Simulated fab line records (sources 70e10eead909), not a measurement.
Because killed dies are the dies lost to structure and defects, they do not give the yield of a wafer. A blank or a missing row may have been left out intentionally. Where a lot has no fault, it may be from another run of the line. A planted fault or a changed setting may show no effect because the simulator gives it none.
The tool behind it: which one?	flow nand harc	72 wafers from 24 lots sampled at 6 of the route's 1302 steps

WHAT EACH GAUGE READ, for each wafer
NHARC_P_GATE_CD_MEAS_59: target cd 720 nm. Usual: cd nm 719.2 nm, standard deviation 1.7.
lot	measured	on	cd nm (nm)	flag
L074	day 5 22:01	cd sem-01	718.3 718.1 720.4	
L075	day 5 22:24	cd sem-03	721.7 721.8 720.7	
L076	day 6 10:50	cd sem-03	719.5 716.2 718.5	
L077	day 6 14:43	cd sem-03	718.1 715.9 718.2	
L078	day 7 03:54	cd sem-02	720.9 718.9 720.0	
L079	day 7 21:14	cd sem-02	716.7 715.7 718.2	
L080	day 8 00:14	cd sem-01	721.1 721.2 721.3	
L081	day 8 11:29	cd sem-03	718.5 717.3 717.5	
L082	day 8 22:32	cd sem-02	720.4 718.4 718.6	
L083	day 9 08:08	cd sem-01	719.0 719.1 720.6	
L084	day 9 17:45	cd sem-01	718.8 716.2 714.0	
L085	day 10 07:59	cd sem-02	720.7 721.5 719.3	
L086	day 10 10:41	cd sem-03	719.4 719.1 718.6	
L087	day 11 02:10	cd sem-01	722.3 721.2 718.4	
L088	day 11 15:16	cd sem-03	720.5 719.0 717.8	
L089	day 11 21:23	cd sem-02	718.9 716.9 719.1	
L090	day 12 10:27	cd sem-03	720.5 719.8 719.3	
L091	day 12 23:07	cd sem-01	717.9 720.1 717.9	
L092	day 13 03:37	cd sem-03	716.7 718.1 720.5	
L093	day 13 10:21	cd sem-01	718.6 716.7 718.8	
L094	day 14 06:50	cd sem-01	718.3 720.9 720.6	
L095	day 14 11:22	cd sem-01	720.8 721.2 719.2	
L096	day 14 21:37	cd sem-03	721.5 719.6 720.4	
L097	day 15 10:59	cd sem-02	717.9 717.7 717.5	

NHARC_P_M0_INSPECT_11. Usual: raw defect count 4, standard deviation 3.2.
lot	measured	on	raw defect count	flag
L074	day 6 09:11	defect inspect-01	1 3 3	
L075	day 6 09:37	defect inspect-02	3 2 3	
L076	day 6 21:41	defect inspect-01	5 1 2	
L077	day 7 01:15	defect inspect-01	2 0 0	
L078	day 7 14:43	defect inspect-01	3 1 3	
L079	day 8 08:53	defect inspect-01	4 3 4	
L080	day 8 10:47	defect inspect-02	5 4 4	
L081	day 8 22:28	defect inspect-02	4 8 5	
L082	day 9 09:16	defect inspect-02	6 9 2	
L083	day 9 19:20	defect inspect-01	5 5 3	
L084	day 10 04:24	defect inspect-02	2 1 3	
L085	day 10 18:49	defect inspect-02	3 6 6	
L086	day 10 21:44	defect inspect-01	6 7 9	
L087	day 11 12:44	defect inspect-01	7 10 15	
L088	day 12 01:57	defect inspect-02	8 11 8	
L089	day 12 08:07	defect inspect-02	10 8 4	
L090	day 12 21:22	defect inspect-02	8 6 7	
L091	day 13 09:52	defect inspect-01	1 4 7	
L092	day 13 14:18	defect inspect-02	3 1 1	
L093	day 13 21:18	defect inspect-02	3 2 2	
L094	day 14 17:32	defect inspect-02	1 5 2	
L095	day 14 22:03	defect inspect-02	5 3 0	
L096	day 15 08:25	defect inspect-01	4 4 4	
L097	day 15 21:48	defect inspect-01	1 2 3	

EACH LOT AND THE TOOL THAT RAN IT (in order: tool; ch and the chambers of the sampled wafers; start)
lot	NHARC_P_GATE_STRIP_76	NHARC_P_GATE_RTA_80	NHARC_P_CONTACT_STRIP_28	NHARC_P_CONTACT_DEGAS_38
L074	plasma asher-01 ch 0,1, day 5 22:50	rtp anneal-02 ch 0, day 6 02:13	rie diel-10 ch 0,1,3, day 6 05:32	pvd sputter-01, day 6 06:09
L075	plasma asher-02 ch 0,1, day 5 23:13	rtp anneal-01 ch 0, day 6 02:52	rie diel-10 ch 0,2,3, day 6 06:23	pvd sputter-03, day 6 07:04
L076	plasma asher-01 ch 0,1, day 6 11:42	rtp anneal-02 ch 0, day 6 14:57	rie diel-12 ch 1,2, day 6 18:20	pvd sputter-03, day 6 18:58
L077	plasma asher-02 ch 0,1, day 6 15:32	rtp anneal-02 ch 0, day 6 18:48	rie diel-11 ch 2,3, day 6 22:11	pvd sputter-02, day 6 22:52
L078	plasma asher-02 ch 0, day 7 04:41	rtp anneal-02 ch 0, day 7 08:04	rie diel-11 ch 0,2, day 7 11:31	pvd sputter-03, day 7 12:10
L079	plasma asher-02 ch 0,1, day 7 22:17	rtp anneal-01 ch 0, day 8 01:55	rie diel-10 ch 0,3, day 8 05:42	pvd sputter-01, day 8 06:21
L080	plasma asher-02 ch 0,1, day 8 01:04	rtp anneal-01 ch 0, day 8 04:17	rie diel-12 ch 0,1, day 8 07:37	pvd sputter-01, day 8 08:15
L081	plasma asher-02 ch 0,1, day 8 12:19	rtp anneal-02 ch 0, day 8 15:41	rie diel-10 ch 0,3, day 8 19:23	pvd sputter-01, day 8 20:02
L082	plasma asher-02 ch 0,1, day 8 23:20	rtp anneal-02 ch 0, day 9 02:31	rie diel-10 ch 0,2, day 9 06:04	pvd sputter-01, day 9 06:46
L083	plasma asher-01 ch 0,1, day 9 08:56	rtp anneal-02 ch 0, day 9 12:46	rie diel-12 ch 0,2,3, day 9 16:13	pvd sputter-03, day 9 16:49
L084	plasma asher-01 ch 0,1, day 9 18:36	rtp anneal-01 ch 0, day 9 21:56	rie diel-10 ch 1,2,3, day 10 01:22	pvd sputter-03, day 10 01:59
L085	plasma asher-02 ch 0,1, day 10 08:47	rtp anneal-01 ch 0, day 10 12:16	rie diel-12 ch 0,2,3, day 10 15:38	pvd sputter-03, day 10 16:16
L086	plasma asher-01 ch 0,1, day 10 11:30	rtp anneal-01 ch 0, day 10 14:49	rie diel-12 ch 0,1,3, day 10 18:42	pvd sputter-02, day 10 19:20
L087	plasma asher-02 ch 0, day 11 02:58	rtp anneal-02 ch 0, day 11 06:20	rie diel-12 ch 0,1,3, day 11 09:43	pvd sputter-01, day 11 10:19
L088	plasma asher-01 ch 0,1, day 11 16:04	rtp anneal-02 ch 0, day 11 19:23	rie diel-12 ch 0,2, day 11 22:47	pvd sputter-02, day 11 23:26
L089	plasma asher-02 ch 0,1, day 11 22:11	rtp anneal-01 ch 0, day 12 01:36	rie diel-11 ch 0,1,2, day 12 05:00	pvd sputter-01, day 12 05:37
L090	plasma asher-02 ch 0, day 12 11:16	rtp anneal-01 ch 0, day 12 14:41	rie diel-10 ch 1,3, day 12 18:10	pvd sputter-01, day 12 18:47
L091	plasma asher-01 ch 0,1, day 12 23:56	rtp anneal-02 ch 0, day 13 03:16	rie diel-10 ch 0,2,3, day 13 06:41	pvd sputter-01, day 13 07:18
L092	plasma asher-01 ch 0,1, day 13 04:25	rtp anneal-02 ch 0, day 13 07:37	rie diel-10 ch 0,2,3, day 13 11:01	pvd sputter-03, day 13 11:40
L093	plasma asher-02 ch 0,1, day 13 11:09	rtp anneal-01 ch 0, day 13 14:31	rie diel-12 ch 0,2,3, day 13 18:10	pvd sputter-01, day 13 18:47
L094	plasma asher-01 ch 0,1, day 14 07:40	rtp anneal-02 ch 0, day 14 11:04	rie diel-11 ch 1,2, day 14 14:23	pvd sputter-02, day 14 15:01
L095	plasma asher-02 ch 0,1, day 14 12:11	rtp anneal-02 ch 0, day 14 15:31	rie diel-11 ch 1,2,3, day 14 18:55	pvd sputter-01, day 14 19:32
L096	plasma asher-01 ch 0,1, day 14 22:26	rtp anneal-02 ch 0, day 15 01:50	rie diel-12 ch 0,2, day 15 05:21	pvd sputter-01, day 15 06:01
L097	plasma asher-02 ch 0,1, day 15 11:47	rtp anneal-02 ch 0, day 15 15:10	rie diel-11 ch 1,3, day 15 18:35	pvd sputter-01, day 15 19:14
- NHARC_P_GATE_STRIP_76: strips in O2.
- NHARC_P_GATE_RTA_80: time 30 s.
- NHARC_P_CONTACT_STRIP_28: strips in O2.
- NHARC_P_CONTACT_DEGAS_38: time 60 s.

WHAT THE TOOLS THEMSELVES READ (means of the sampled wafers that have a number; where no wafer has one, the mark that the record gives instead)
NHARC_P_GATE_STRIP_76. Usual: drypump motor current A 5.4 A, standard deviation 0.59; heater power w 368 W, standard deviation 24.
lot	tool	drypump motor current A (A)	heater power w (W)	flag
L074	plasma asher-01	6.2	354	
L075	plasma asher-02	5.1	390	
L076	plasma asher-01	6.2	358	
L077	plasma asher-02	4.9	388	
L078	plasma asher-02	5.2	409	
L079	plasma asher-02	4.9	386	
L080	plasma asher-02	5.1	392	
L081	plasma asher-02	5.1	388	
L082	plasma asher-02	4.9	386	
L083	plasma asher-01	6.2	341	
L084	plasma asher-01	6.0	347	
L085	plasma asher-02	5.1	391	
L086	plasma asher-01	6.0	346	
L087	plasma asher-02	5.2	396	
L088	plasma asher-01	6.2	340	
L089	plasma asher-02	4.9	371	
L090	plasma asher-02	5.2	393	
L091	plasma asher-01	6.2	338	
L092	plasma asher-01	6.2	339	
L093	plasma asher-02	4.9	362	
L094	plasma asher-01	6.2	337	
L095	plasma asher-02	5.1	381	
L096	plasma asher-01	6.0	347	
L097	plasma asher-02	4.9	365	

NHARC_P_GATE_RTA_80. Usual: wafer_temp_C_max 301.0, standard deviation 0.59.
lot	tool	wafer_temp_C_max	flag
L074	rtp anneal-02	300.8	
L075	rtp anneal-01	301.9	
L076	rtp anneal-02	300.4	
L077	rtp anneal-02	300.4	
L078	rtp anneal-02	301.3	
L079	rtp anneal-01	301.5	
L080	rtp anneal-01	301.9	
L081	rtp anneal-02	300.7	
L082	rtp anneal-02	300.5	
L083	rtp anneal-02	300.8	
L084	rtp anneal-01	301.5	
L085	rtp anneal-01	301.9	
L086	rtp anneal-01	301.5	
L087	rtp anneal-02	300.5	
L088	rtp anneal-02	300.6	
L089	rtp anneal-01	301.8	
L090	rtp anneal-01	301.7	
L091	rtp anneal-02	300.6	
L092	rtp anneal-02	300.7	
L093	rtp anneal-01	301.9	
L094	rtp anneal-02	300.8	
L095	rtp anneal-02	300.6	
L096	rtp anneal-02	300.5	
L097	rtp anneal-02	300.4	

NHARC_P_CONTACT_STRIP_28. Usual: drypump motor current A 5.8 A, standard deviation 0.42; oes product au 0.998 a.u., standard deviation 0.01; rf vpp V 57.8 V, standard deviation 0.86; showerhead plenum p Torr 3.58 Torr, standard deviation 0.13; throttle valve pct 17.037 %, standard deviation 0.0093.
lot	tool	drypump motor current A (A)	oes product au (a.u.)	rf vpp V (V)	showerhead plenum p Torr (Torr)	throttle valve pct (%)	flag
L074	rie diel-10	5.7	0.984	58.7	3.57	17.029	
L075	rie diel-10	5.5	0.992	57.7	3.54	17.029	
L076	rie diel-12	5.7	1.001	57.4	3.60	17.038	
L077	rie diel-11	5.7	1.008	58.1	3.75	17.032	
L078	rie diel-11	6.2	1.011	57.4	3.76	17.037	
L079	rie diel-10	5.9	0.989	57.8	3.48	17.042	
L080	rie diel-12	5.9	0.993	57.1	3.46	17.046	
L081	rie diel-10	5.6	0.986	57.4	3.55	17.043	
L082	rie diel-10	5.9	1.002	57.3	3.46	17.044	
L083	rie diel-12	5.9	1.002	56.7	3.45	17.041	
L084	rie diel-10	5.3	0.997	57.1	3.62	17.037	
L085	rie diel-12	5.9	1.000	58.1	3.44	17.041	
L086	rie diel-12	5.7	1.006	57.1	3.49	17.040	
L087	rie diel-12	5.7	1.004	58.6	3.49	17.037	
L088	rie diel-12	6.1	0.992	57.0	3.42	17.036	
L089	rie diel-11	6.1	0.999	58.3	3.68	17.040	
L090	rie diel-10	5.4	0.995	58.0	3.64	17.036	
L091	rie diel-10	5.5	1.002	58.2	3.53	17.038	
L092	rie diel-10	5.5	0.996	58.0	3.53	17.038	
L093	rie diel-12	5.9	1.004	57.6	3.44	17.040	
L094	rie diel-11	6.0	0.998	57.8	3.61	17.037	
L095	rie diel-11	5.8	1.001	57.4	3.68	17.048	
L096	rie diel-12	6.0	0.999	57.6	3.48	17.037	
L097	rie diel-11	5.8	1.003	58.0	3.68	17.029	

NHARC_P_CONTACT_DEGAS_38. Usual: heater power w 464 W, standard deviation 63.
lot	tool	heater power w (W)	flag
L074	pvd sputter-01	447	
L075	pvd sputter-03	498	
L076	pvd sputter-03	505	
L077	pvd sputter-02	477	
L078	pvd sputter-03	486	
L079	pvd sputter-01	402	
L080	pvd sputter-01	455	
L081	pvd sputter-01	454	
L082	pvd sputter-01	405	
L083	pvd sputter-03	486	
L084	pvd sputter-03	501	
L085	pvd sputter-03	478	
L086	pvd sputter-02	506	
L087	pvd sputter-01	404	
L088	pvd sputter-02	481	
L089	pvd sputter-01	469	
L090	pvd sputter-01	512	
L091	pvd sputter-01	461	
L092	pvd sputter-03	501	
L093	pvd sputter-01	434	
L094	pvd sputter-02	417	
L095	pvd sputter-01	428	
L096	pvd sputter-01	451	
L097	pvd sputter-01	408	

THE ANSWER, worked out from the rows above alone
Rule: take the mean of a lot's wafers that have a number; if it is more than 3 standard deviations from the usual mean, the lot is off. A lot without any number at a reading at which 4 lots or more have one is off too. Any other lot the step has rows for is counted as sound. The gauges are gone through in route order, then the tools' own readings, and for those a lot's mean is taken as printed above. The first step at which some lot is off is used, and at that step the reading that is off furthest; a lot without a number counts as furthest.
None of the lots is off at any reading shown; this tells nothing.

WHAT THE SIMULATOR HAD INSERTED
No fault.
